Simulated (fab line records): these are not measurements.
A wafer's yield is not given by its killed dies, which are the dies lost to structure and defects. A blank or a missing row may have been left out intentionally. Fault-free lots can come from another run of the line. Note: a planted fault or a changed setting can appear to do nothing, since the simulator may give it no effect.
Chamber matching :: flow n5_finfet :: N5_FIN_SAQP_STRIP_77 on rie_diel-02 has 4 sister chambers
The step strips in N2/H2, time 90 s. 8 wafers are shown with their chamber, then 9 later ones without.

WAFERS, EACH WITH ITS CHAMBER
wafer: L082.3
chamber: 3
drypump_motor_current_A (A): 6.8
showerhead_plenum_p_Torr (Torr): 3.33

wafer: L082.4
chamber: 0
drypump_motor_current_A (A): 5.8
showerhead_plenum_p_Torr (Torr): 3.23

wafer: L088.1
chamber: 0
drypump_motor_current_A (A): 5.8
showerhead_plenum_p_Torr (Torr): 3.22

wafer: L088.2
chamber: 2
drypump_motor_current_A (A): 5.9
showerhead_plenum_p_Torr (Torr): 3.32

wafer: L088.3
chamber: 1
drypump_motor_current_A (A): 6.3
showerhead_plenum_p_Torr (Torr): 3.42

wafer: L088.4
chamber: 3
drypump_motor_current_A (A): 6.8
showerhead_plenum_p_Torr (Torr): 3.32

wafer: L088.5
chamber: 2
drypump_motor_current_A (A): 5.9
showerhead_plenum_p_Torr (Torr): 3.32

wafer: L088.6
chamber: 1
drypump_motor_current_A (A): 6.4
showerhead_plenum_p_Torr (Torr): 3.42

WAFERS WHOSE CHAMBER IS MISSING
wafer: L091.1
drypump_motor_current_A (A): 5.9
showerhead_plenum_p_Torr (Torr): 3.31

wafer: L091.2
drypump_motor_current_A (A): 6.8
showerhead_plenum_p_Torr (Torr): 3.32

wafer: L091.3
drypump_motor_current_A (A): 5.8
showerhead_plenum_p_Torr (Torr): 3.22

wafer: L091.4
drypump_motor_current_A (A): 6.3
showerhead_plenum_p_Torr (Torr): 3.41

wafer: L091.5
drypump_motor_current_A (A): 5.8
showerhead_plenum_p_Torr (Torr): 3.22

wafer: L091.6
drypump_motor_current_A (A): 6.3
showerhead_plenum_p_Torr (Torr): 3.41

wafer: L093.3
drypump_motor_current_A (A): 5.8
showerhead_plenum_p_Torr (Torr): 3.22

wafer: L093.5
drypump_motor_current_A (A): 6.8
showerhead_plenum_p_Torr (Torr): 3.32

wafer: L093.6
drypump_motor_current_A (A): 5.8
showerhead_plenum_p_Torr (Torr): 3.22

WHICH CHAMBER EACH WENT THROUGH
wafer: L091.1
from the rows above: 2
in truth: 2

wafer: L091.2
from the rows above: 3
in truth: 3

wafer: L091.3
from the rows above: 0
in truth: 0

wafer: L091.4
from the rows above: 1
in truth: 1

wafer: L091.5
from the rows above: 0
in truth: 0

wafer: L091.6
from the rows above: 1
in truth: 1

wafer: L093.3
from the rows above: 0
in truth: 0

wafer: L093.5
from the rows above: 3
in truth: 3

wafer: L093.6
from the rows above: 0
in truth: 0
Placed correctly: 9 of 9. From these rows, 0 cannot be placed. Wrongly placed: 0.
How it was worked out, from the rows above alone: a wafer's distance from a chamber is the root of the sum, over the readings, of the square of ((its reading less the chamber's mean) divided by the reading's scatter). The wafer belongs to the nearest chamber; if the next one is less than 2 further off, it can't be placed. Each chamber's mean is taken over the wafers shown for it. How the scatter is found: for the shown wafers, subtract from each reading the mean of its chamber, square and add these, divide the total by (wafers less chambers), then take the root.
